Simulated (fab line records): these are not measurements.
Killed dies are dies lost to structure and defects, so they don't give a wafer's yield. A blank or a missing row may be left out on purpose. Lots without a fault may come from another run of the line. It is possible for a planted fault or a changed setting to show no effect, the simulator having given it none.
Matching of chambers + flow nand harc + NHARC_A_CONTACT_ETCH_90 on rie diel-10 has 4 sister chambers
The step etches the open film in CH3F/O2, target depth 40 nm, time 85.7 s. 30 wafers are shown with their chamber, then 12 later ones without.

## WAFERS, EACH WITH ITS CHAMBER
| wafer  | chamber | showerhead plenum p Torr (Torr) | drypump motor current A (A) | rf vpp V (V) |
|--------|---------|---------------------------------|-----------------------------|--------------|
| L074.1 | 1       | 2.41                            | 5.68                        | 244.1        |
| L074.5 | 3       | 2.40                            | 5.82                        | 245.1        |
| L074.6 | 0       | 2.52                            | 6.18                        | 245.5        |
| L075.1 | 1       | 2.41                            | 5.65                        | 243.4        |
| L075.3 | 2       | 2.43                            | 6.27                        | 241.4        |
| L075.4 | 3       | 2.40                            | 5.81                        | 245.2        |
| L077.1 | 1       | 2.41                            | 5.69                        | 243.7        |
| L077.2 | 2       | 2.43                            | 6.26                        | 244.6        |
| L077.6 | 3       | 2.40                            | 5.80                        | 243.6        |
| L076.1 | 1       | 2.41                            | 5.65                        | 243.3        |
| L076.3 | 3       | 2.39                            | 5.80                        | 243.1        |
| L076.5 | 3       | 2.40                            | 5.83                        | 243.1        |
| L079.3 | 3       | 2.39                            | 5.81                        | 244.7        |
| L079.5 | 1       | 2.41                            | 5.69                        | 244.3        |
| L079.6 | 0       | 2.51                            | 6.16                        | 243.8        |
| L081.3 | 3       | 2.39                            | 5.84                        | 243.5        |
| L081.4 | 2       | 2.43                            | 6.21                        | 243.4        |
| L081.5 | 3       | 2.39                            | 5.84                        | 245.1        |
| L085.3 | 2       | 2.42                            | 6.26                        | 243.1        |
| L085.5 | 3       | 2.39                            | 5.82                        | 244.3        |
| L085.6 | 0       | 2.51                            | 6.18                        | 244.6        |
| L086.2 | 2       | 2.42                            | 6.23                        | 245.7        |
| L086.4 | 0       | 2.51                            | 6.13                        | 245.6        |
| L086.5 | 0       | 2.51                            | 6.16                        | 246.8        |
| L091.2 | 2       | 2.42                            | 6.24                        | 244.3        |
| L091.3 | 2       | 2.42                            | 6.22                        | 244.0        |
| L091.5 | 0       | 2.51                            | 6.16                        | 246.0        |
| L088.4 | 0       | 2.51                            | 6.19                        | 246.2        |
| L088.5 | 0       | 2.51                            | 6.18                        | 244.5        |
| L088.6 | 2       | 2.42                            | 6.26                        | 244.8        |

SIGNATURES (means of the wafers above)
| reading                  | chamber 0 | chamber 1 | chamber 2 | chamber 3 | scatter within a chamber |
|--------------------------|-----------|-----------|-----------|-----------|--------------------------|
| showerhead plenum p Torr | 2.5112    | 2.4100    | 2.4238    | 2.3944    | 0.00437                  |
| drypump motor current A  | 6.1675    | 5.6720    | 6.2438    | 5.8189    | 0.0191                   |
| rf vpp V                 | 245.375   | 243.760   | 243.912   | 244.189   | 0.995                    |
Rule: for each reading, subtract the chamber's mean from the wafer's reading, divide by that reading's scatter and square the result; add these up over the readings and take the root, which gives the wafer's distance from the chamber. If the next closest chamber is less than 2 further off than the closest, the wafer can't be placed; otherwise it belongs to the closest. How the scatter is found: for the shown wafers, subtract from each reading the mean of its chamber, square and add these, divide the total by (wafers less chambers), then take the root.

## WAFERS WITH NO CHAMBER GIVEN
| wafer  | showerhead plenum p Torr (Torr) | drypump motor current A (A) | rf vpp V (V) |
|--------|---------------------------------|-----------------------------|--------------|
| L090.2 | 2.50                            | 6.15                        | 244.3        |
| L090.4 | 2.42                            | 6.23                        | 243.6        |
| L090.5 | 2.51                            | 6.14                        | 246.2        |
| L093.1 | 2.42                            | 6.23                        | 243.7        |
| L093.5 | 2.50                            | 6.15                        | 246.0        |
| L093.6 | 2.39                            | 5.82                        | 243.1        |
| L095.3 | 2.42                            | 6.25                        | 243.9        |
| L095.5 | 2.50                            | 6.19                        | 244.2        |
| L095.6 | 2.38                            | 5.78                        | 244.7        |
| L097.2 | 2.40                            | 5.67                        | 243.5        |
| L097.3 | 2.50                            | 6.17                        | 244.5        |
| L097.5 | 2.38                            | 5.84                        | 244.8        |

## WHICH CHAMBER EACH WENT THROUGH
| wafer  | from the rows above | in truth |
|--------|---------------------|----------|
| L090.2 | 0                   | 0        |
| L090.4 | 2                   | 2        |
| L090.5 | 0                   | 0        |
| L093.1 | 2                   | 2        |
| L093.5 | 0                   | 0        |
| L093.6 | 3                   | 3        |
| L095.3 | 2                   | 2        |
| L095.5 | 0                   | 0        |
| L095.6 | 3                   | 3        |
| L097.2 | 1                   | 1        |
| L097.3 | 0                   | 0        |
| L097.5 | 3                   | 3        |
Correct placement for 12 of the 12. Not placeable from these rows: 0. Wrongly placed: 0.
